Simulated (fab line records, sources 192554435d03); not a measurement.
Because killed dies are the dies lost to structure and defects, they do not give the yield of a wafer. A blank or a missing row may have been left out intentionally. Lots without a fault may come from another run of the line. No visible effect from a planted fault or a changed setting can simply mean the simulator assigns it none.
Split-lot study ; flow n5_finfet ; 7 lots, 21 wafers read, on a route of 1938 steps

== ON THE SPLIT ==
At N5_SD_EPI_N_COAT_33 (time 60 s, resist thk 35 nm), the setting spin_rpm was moved away from the recipe's 1500 rpm on 5 of the 21 wafers read, by -5.1% to +9.9%. The other wafers ran this setting at the recipe's value.

== FROM THE SPLIT TO THE READING: what the file shows between them, 4 steps ==
- N5_SD_EPI_N_PEB_07: peb time 60 s (also split here: peb_time_s)
- N5_SD_EPI_N_DEVELOP_08: develop time 30 s
- N5_SD_EPI_N_CD_MEAS_09: target cd 120 nm
- N5_SD_EPI_N_DESCUM_14: chemistry O2, time 7.9 s

== THE READING ==
etch.depth_nm (the simulator's own value, which no gauge read), in nm, at N5_SD_EPI_N_ETCH_34 (etches SiARC in CF4, target depth 45.5 nm, time 75.8 s). There is no usual value for it anywhere in the file. Across the 16 wafers here that went through the recipe, the average is 34.95 nm and the standard deviation 0.08 nm.

wafer;tool, chamber at the split;spin_rpm as run, rpm;against the recipe;etch.depth_nm, nm;against lot-mates on the recipe
L075.1;litho_track-02, 0;1500;recipe;34.9;-
L075.5;litho_track-02, 0;1500;recipe;35.04;-
L075.6;litho_track-02, 0;1500;recipe;34.89;-
L080.1;litho_track-05, 0;1500;recipe;35.1;-
L080.3;litho_track-05, 0;1500;recipe;35.06;-
L080.4;litho_track-05, 0;1500;recipe;34.98;-
L081.1;litho_track-03, 0;1500;recipe;34.79;-
L081.5;litho_track-03, 0;1500;recipe;34.96;-
L081.6;litho_track-03, 0;1586;+5.7%;33.93;-0.95
L083.2;litho_track-03, 0;1649;+9.9%;33.33;-1.63
L083.3;litho_track-03, 0;1500;recipe;34.96;-
L083.5;litho_track-03, 0;1649;+9.9%;33.21;-1.75
L085.1;litho_track-05, 0;1500;recipe;34.93;-
L085.3;litho_track-05, 0;1500;recipe;35.03;-
L085.6;litho_track-05, 0;1583;+5.5%;33.99;-0.99
L088.1;litho_track-02, 0;1500;recipe;34.89;-
L088.2;litho_track-02, 0;1500;recipe;34.86;-
L088.3;litho_track-02, 0;1500;recipe;34.91;-
L097.1;litho_track-05, 0;1423;-5.1%;35.88;+0.97
L097.5;litho_track-05, 0;1500;recipe;34.96;-
L097.6;litho_track-05, 0;1500;recipe;34.87;-

FIT RESULTS
A straight line over all 21 wafers: etch.depth_nm changes by -0.172 nm for each +1% of spin_rpm; r = -0.99; the points scatter about the line by 0.078 nm.
The same after taking each lot's own level away (the mean of its wafers on the recipe; 21 wafers): -0.173 nm for each +1%; r = -1.00; scatter 0.058 nm.
The reading moves by 1.7 nm for the largest change in spin_rpm, on that fit.
The lots' own levels span 34.875 to 35.047 nm, that is 2.2 times the standard deviation above.
The two slopes agree, so the slope changes little with the lot-to-lot level.
Check: with one of the wafers moved furthest among these (+9.9%) left out of the fit, the line predicts -1.75 nm for it against its lot-mates. It came out at -1.63 nm against them.

== OTHER SPLITS ON THESE WAFERS ==
Other splits were also applied to these wafers ahead of the reading. Each is held against what the fit with the lots' levels taken away leaves over:
other split on the same wafers;wafers away from the commonest value;r with etch.depth_nm (lot level and that fit taken away)
N5_WELL_APT_COAT_02 spin_rpm;3;+0.02
N5_WELL_APT_EXPOSE_22 dose_mj;7;+0.23
N5_WELL_APT_PEB_23 peb_time_s;9;+0.08
N5_FIN_CUT_COAT_29 spin_rpm;8;+0.05
N5_SD_EPI_N_PEB_07 peb_time_s;7;-0.09

== THE WHOLE CHAIN: every reading that the file lists as answering this split, in the file's order ==
step;what it does;reading;change (the file's fit);r (the file's)
N5_SD_EPI_N_COAT_33;time 60 s, resist thk 35 nm;SiARC_of_SD_EPI_N_COAT_33.thk_nm (the simulator's own value, which no gauge read);-0.171 nm for each +1% of the setting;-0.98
N5_SD_EPI_N_ETCH_34;etches SiARC in CF4, target depth 45.5 nm, time 75.8 s;CAR-ArF-block_of_SD_EPI_N_COAT_03.thk_nm (the simulator's own value, which no gauge read);+0.165 nm for each +1% of the setting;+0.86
N5_SD_EPI_N_ETCH_34;etches SiARC in CF4, target depth 45.5 nm, time 75.8 s;etch.depth_nm (the simulator's own value, which no gauge read);-0.173 nm for each +1% of the setting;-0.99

== THE FILE'S OWN FIT ==
etch.depth_nm changes by -0.173 nm for each +1% of spin_rpm, r = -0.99.
